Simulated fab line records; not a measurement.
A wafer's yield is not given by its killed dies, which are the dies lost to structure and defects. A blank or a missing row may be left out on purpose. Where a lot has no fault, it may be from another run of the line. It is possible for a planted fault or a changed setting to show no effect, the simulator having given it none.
Which tool was responsible?    flow n5_finfet    40 wafers from 14 lots sampled at 3 of the route's 1938 steps

## WHAT EACH GAUGE READ, for each wafer
N5_BEOL_M10_CD_MEAS_28 targets a cd of 70 nm.
lot   measured      on         cd_nm (nm)
L177  day 10 09:26  cd_sem-02  - - -
L178  day 10 19:10  cd_sem-01  - - -
L182  day 11 15:50  cd_sem-02  68.7 69.3 67.9
L184  day 12 06:58  cd_sem-02  70.5 69.3
L185  day 12 13:41  cd_sem-03  71.1 70.5 70.9
L187  day 12 14:37  cd_sem-01  70.4 70.3 70.8
L186  day 12 20:02  cd_sem-02  70.5 72.0 70.1
L188  day 13 03:06  cd_sem-03  68.7 69.8
L189  day 13 18:02  cd_sem-01  68.9 68.5 68.7
L190  day 13 22:19  cd_sem-01  68.3 69.1 69.4
L192  day 14 11:52  cd_sem-01  70.1 70.8 70.7
L193  day 14 14:16  cd_sem-01  69.8 70.1 69.1
L195  day 14 20:33  cd_sem-02  69.9 68.9 71.0
L196  day 15 04:48  cd_sem-02  70.8 69.9 69.2

## TOOL THAT RAN EACH LOT (tool first, then ch and the chambers of the sampled wafers, then the start)
lot   N5_BEOL_M10_HM_OPEN_17             N5_BEOL_M10_EXPOSE_25
L177  rie_metal-03 ch 0,1, day 10 08:59  arfi_scanner-01, day 10 09:19
L178  rie_metal-02 ch 0,1, day 10 17:07  arfi_scanner-01, day 10 19:02
L182  rie_metal-02 ch 0,1, day 11 14:52  arfi_scanner-03 ch 0, day 11 15:43
L184  rie_metal-02 ch 0,1, day 12 06:19  arfi_scanner-03 ch 0, day 12 06:51
L185  rie_metal-02 ch 0,1, day 12 13:07  arfi_scanner-02 ch 0, day 12 13:34
L187  rie_metal-03 ch 0,1, day 12 13:38  arfi_scanner-01 ch 0, day 12 14:30
L186  rie_metal-01 ch 1, day 12 19:03    arfi_scanner-01 ch 0, day 12 19:54
L188  rie_metal-02 ch 0,1, day 13 01:34  arfi_scanner-02 ch 0, day 13 02:59
L189  rie_metal-01 ch 0,1, day 13 17:23  arfi_scanner-03 ch 0, day 13 17:54
L190  rie_metal-01 ch 0,1, day 13 20:14  arfi_scanner-02 ch 0, day 13 22:11
L192  rie_metal-02 ch 0,1, day 14 09:20  arfi_scanner-02 ch 0, day 14 11:44
L193  rie_metal-03 ch 0,1, day 14 13:40  arfi_scanner-03 ch 0, day 14 14:07
L195  rie_metal-03 ch 0,1, day 14 19:22  arfi_scanner-02 ch 0, day 14 20:25
L196  rie_metal-03 ch 0,1, day 15 03:19  arfi_scanner-03 ch 0, day 15 04:41
- N5_BEOL_M10_HM_OPEN_17: chemistry Cl2/BCl3, target TiN, target depth 20 nm, overetch 6 nm.
- N5_BEOL_M10_EXPOSE_25: exposes mask V9.

## AS READ BY THE TOOLS THEMSELVES (means over the sampled wafers that have a number; for cases with no such wafer, the mark the record gives instead)
N5_BEOL_M10_HM_OPEN_17.
lot   tool          chamber_pressure_mTorr (mTorr)  drypump_motor_current_A (A)  oes_product_au (a.u.)  throttle_valve_pct (%)
L177  rie_metal-03  9.999                           6.3                          0.74                   22.36
L178  rie_metal-02  9.997                           6.0                          0.66                   22.00
L182  rie_metal-02  10.011                          5.6                          0.67                   22.07
L184  rie_metal-02  9.998                           5.8                          0.68                   22.02
L185  rie_metal-02  9.998                           6.0                          0.66                   21.99
L187  rie_metal-03  9.995                           6.4                          0.70                   22.23
L186  rie_metal-01  9.999                           5.8                          0.65                   22.16
L188  rie_metal-02  10.000                          5.8                          0.67                   22.02
L189  rie_metal-01  10.006                          5.8                          0.65                   22.13
L190  rie_metal-01  10.003                          5.8                          0.65                   22.11
L192  rie_metal-02  10.000                          5.6                          0.67                   22.07
L193  rie_metal-03  9.998                           6.4                          0.69                   22.24
L195  rie_metal-03  9.999                           6.3                          0.70                   22.38
L196  rie_metal-03  9.997                           6.2                          0.70                   22.40

N5_BEOL_M10_EXPOSE_25.
lot   tool             exposure_dose_mJ_cm2  focus_offset_nm (nm)
L177  arfi_scanner-01  -                     -
L178  arfi_scanner-01  -                     -
L182  arfi_scanner-03  85.46                 -0.5
L184  arfi_scanner-03  85.47                 0.4
L185  arfi_scanner-02  85.41                 0.3
L187  arfi_scanner-01  85.47                 -1.1
L186  arfi_scanner-01  85.27                 0.1
L188  arfi_scanner-02  85.39                 0.3
L189  arfi_scanner-03  85.47                 -0.4
L190  arfi_scanner-02  85.43                 -0.6
L192  arfi_scanner-02  85.32                 0.0
L193  arfi_scanner-03  85.47                 0.6
L195  arfi_scanner-02  85.47                 -0.5
L196  arfi_scanner-03  85.57                 -0.6

## THE ANSWER, worked out from the rows above alone
Rule: what is usual is taken from the lots themselves. The widest of any qualifying gaps counts: lots, ordered by their means at a reading, are off when they make up no more than a third of the lots, leave a main group of 4 or more, and stand apart from it by 3 or more times the standard deviation of that group's means. If all means in a main group match to the digits the tables above print for the reading, that group is not used. Also off: a lot with no number at a reading for which 4 or more lots have one. Where the step has rows for the other lots, those lots are counted as sound. After the gauges, taken in route order, come the tools' own readings; for these a lot's mean is taken, as printed above. The first step at which some lot is off is used, and at that step the reading that is off furthest; a lot without a number counts as furthest.
Off: L177, L178 (N5_BEOL_M10_CD_MEAS_28, cd_nm). Without a number there: L177, L178. The main group: mean 69.8 nm, standard deviation 0.76.
If a tool, at a process step before that reading, ran all the lots that are off and no sound lot after the first of them, it fits. The gauges at N5_BEOL_M10_CD_MEAS_28 aren't tried: what is off there is off at N5_BEOL_M10_EXPOSE_25 too, on other tools, and a gauge's error can't cause that. None of those tried fits.

## WHAT THE SIMULATOR HAD INSERTED
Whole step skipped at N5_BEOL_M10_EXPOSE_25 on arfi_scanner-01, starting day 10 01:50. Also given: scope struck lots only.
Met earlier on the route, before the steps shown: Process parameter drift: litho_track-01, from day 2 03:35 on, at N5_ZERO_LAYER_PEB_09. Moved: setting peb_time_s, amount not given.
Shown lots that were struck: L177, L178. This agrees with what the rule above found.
